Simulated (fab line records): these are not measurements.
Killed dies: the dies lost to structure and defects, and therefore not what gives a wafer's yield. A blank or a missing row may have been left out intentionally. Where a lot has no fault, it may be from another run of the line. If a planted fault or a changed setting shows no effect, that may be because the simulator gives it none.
Chamber matching | flow n5_finfet | rie_diel-04 running N5_BEOL_M1_ETCH_77: 4 sister chambers
The step etches underlayer in N2/H2, target depth 6.5 nm, time 5.2 s. 18 wafers are shown with their chamber, then 9 later ones without.

## WAFERS WITH THEIR CHAMBER
wafer  | chamber | drypump_motor_current_A (A) | showerhead_plenum_p_Torr (Torr) | throttle_valve_pct (%)
L076.1 | 2       | 6.5                         | 2.45                            | 18.13
L076.3 | 0       | 6.5                         | 2.64                            | 18.13
L076.4 | 1       | 5.6                         | 2.58                            | 17.98
L078.1 | 0       | 6.5                         | 2.63                            | 18.12
L078.2 | 1       | 5.6                         | 2.58                            | 18.01
L078.5 | 0       | 6.5                         | 2.63                            | 18.12
L081.3 | 3       | 5.4                         | 2.61                            | 17.87
L081.4 | 2       | 6.4                         | 2.45                            | 18.15
L081.5 | 1       | 5.6                         | 2.57                            | 18.02
L082.1 | 0       | 6.5                         | 2.63                            | 18.14
L082.3 | 1       | 5.6                         | 2.57                            | 18.02
L082.4 | 3       | 5.4                         | 2.61                            | 17.87
L086.2 | 1       | 5.6                         | 2.57                            | 18.02
L086.4 | 0       | 6.5                         | 2.63                            | 18.13
L086.6 | 3       | 5.4                         | 2.61                            | 17.86
L087.1 | 1       | 5.6                         | 2.57                            | 18.04
L087.3 | 2       | 6.5                         | 2.44                            | 18.17
L087.6 | 2       | 6.4                         | 2.44                            | 18.18

SIGNATURES (means of the wafers above)
reading                  | chamber 0 | chamber 1 | chamber 2 | chamber 3 | scatter within a chamber
drypump_motor_current_A  | 6.500     | 5.600     | 6.450     | 5.400     | 0.0267
showerhead_plenum_p_Torr | 2.6320    | 2.5733    | 2.4450    | 2.6100    | 0.00473
throttle_valve_pct       | 18.1280   | 18.0150   | 18.1575   | 17.8667   | 0.0164
Rule: for a wafer and a chamber, the distance is found by dividing, reading by reading, the gap between the wafer's reading and the chamber's mean by the reading's scatter, squaring, summing and taking the root. If the next closest chamber is less than 2 further off than the closest, the wafer can't be placed; otherwise it belongs to the closest. The scatter: take each reading less its chamber's mean, square it, sum over the shown wafers, divide by the number of wafers less the number of chambers, and take the root.

## WAFERS WITHOUT THEIR CHAMBER
wafer  | drypump_motor_current_A (A) | showerhead_plenum_p_Torr (Torr) | throttle_valve_pct (%)
L092.2 | 6.5                         | 2.44                            | 18.22
L092.3 | 5.7                         | 2.56                            | 18.04
L092.4 | 5.6                         | 2.56                            | 18.06
L093.3 | 5.4                         | 2.61                            | 17.38
L093.4 | 5.6                         | 2.57                            | 18.05
L093.5 | 5.6                         | 2.57                            | 18.06
L095.4 | 6.5                         | 2.44                            | 18.21
L095.5 | 5.4                         | 2.60                            | 17.40
L095.6 | 5.6                         | 2.56                            | 18.09

## EACH ONE'S CHAMBER
wafer  | from the rows above | in truth
L092.2 | 2                   | 2
L092.3 | 1                   | 1
L092.4 | 1                   | 1
L093.3 | 3                   | 3
L093.4 | 1                   | 1
L093.5 | 1                   | 1
L095.4 | 2                   | 2
L095.5 | 3                   | 3
L095.6 | 1                   | 1
Correctly placed: 9 of 9. Not placeable from these rows: 0. 0 placed wrongly.
